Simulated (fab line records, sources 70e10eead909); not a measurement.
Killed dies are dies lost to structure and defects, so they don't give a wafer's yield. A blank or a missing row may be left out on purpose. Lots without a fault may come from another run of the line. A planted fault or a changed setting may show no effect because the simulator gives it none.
Chamber matching | flow nand_harc | NHARC_P_GATE_STRIP_101 on rie_diel-11: 4 sister chambers
The step strips in O2, time 20 s. 18 wafers are shown with their chamber, then 9 later ones without.

WAFERS WITH THEIR CHAMBER
wafer  | chamber | drypump_motor_current_A (A) | oes_product_au (a.u.) | rf_vpp_V (V)
L075.2 | 1       | 4.9                         | 1.003                 | 57.7
L075.3 | 2       | 6.6                         | 0.999                 | 56.3
L075.4 | 3       | 5.5                         | 1.015                 | 58.2
L079.3 | 2       | 6.6                         | 0.996                 | 57.1
L079.5 | 2       | 6.6                         | 0.995                 | 57.3
L079.6 | 3       | 5.5                         | 1.000                 | 58.9
L080.1 | 3       | 5.5                         | 1.008                 | 57.9
L080.4 | 1       | 4.9                         | 1.004                 | 57.5
L080.5 | 1       | 4.9                         | 0.992                 | 59.0
L084.1 | 2       | 6.6                         | 0.996                 | 58.4
L084.3 | 0       | 5.7                         | 0.990                 | 57.4
L084.5 | 2       | 6.7                         | 1.006                 | 57.9
L090.1 | 1       | 4.9                         | 0.987                 | 58.6
L090.2 | 2       | 6.6                         | 0.991                 | 55.7
L090.4 | 1       | 4.9                         | 0.996                 | 59.1
L091.1 | 3       | 5.5                         | 1.004                 | 58.6
L091.2 | 2       | 6.6                         | 0.990                 | 57.2
L091.3 | 1       | 4.9                         | 0.987                 | 58.5

SIGNATURES (means of the wafers above)
reading                 | chamber 0 | chamber 1 | chamber 2 | chamber 3 | scatter within a chamber
drypump_motor_current_A | 5.700     | 4.900     | 6.614     | 5.500     | 0.0247
oes_product_au          | 0.99000   | 0.99483   | 0.99614   | 1.00675   | 0.00642
rf_vpp_V                | 57.400    | 58.400    | 57.129    | 58.400    | 0.744
Rule: a wafer's distance from a chamber is the root of the sum, over the readings, of the square of ((its reading less the chamber's mean) divided by the reading's scatter). The wafer belongs to the nearest chamber; if the next one is less than 2 further off, it can't be placed. The scatter: the root of (the sum of the squares of (reading less its chamber's mean) over the shown wafers, divided by (wafers less chambers)).

WAFERS WITHOUT THEIR CHAMBER
wafer  | drypump_motor_current_A (A) | oes_product_au (a.u.) | rf_vpp_V (V)
L091.4 | 5.6                         | 0.999                 | 58.3
L091.5 | 6.6                         | 0.986                 | 58.0
L091.6 | 5.5                         | 1.008                 | 58.3
L092.4 | 6.6                         | 0.980                 | 57.5
L092.5 | 4.9                         | 0.996                 | 58.0
L092.6 | 6.6                         | 0.983                 | 56.9
L093.1 | 4.9                         | 0.994                 | 58.9
L093.4 | 5.5                         | 1.014                 | 58.8
L093.5 | 6.6                         | 0.988                 | 58.1

WHICH CHAMBER EACH WENT THROUGH
wafer  | from the rows above     | in truth
L091.4 | can't be placed: 3 or 0 | 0
L091.5 | 2                       | 2
L091.6 | 3                       | 3
L092.4 | 2                       | 2
L092.5 | 1                       | 1
L092.6 | 2                       | 2
L093.1 | 1                       | 1
L093.4 | 3                       | 3
L093.5 | 2                       | 2
Placed correctly: 8 of 9. Can't be placed from these rows: 1 (the true chamber is among the candidates in 1). Placed wrongly: 0.
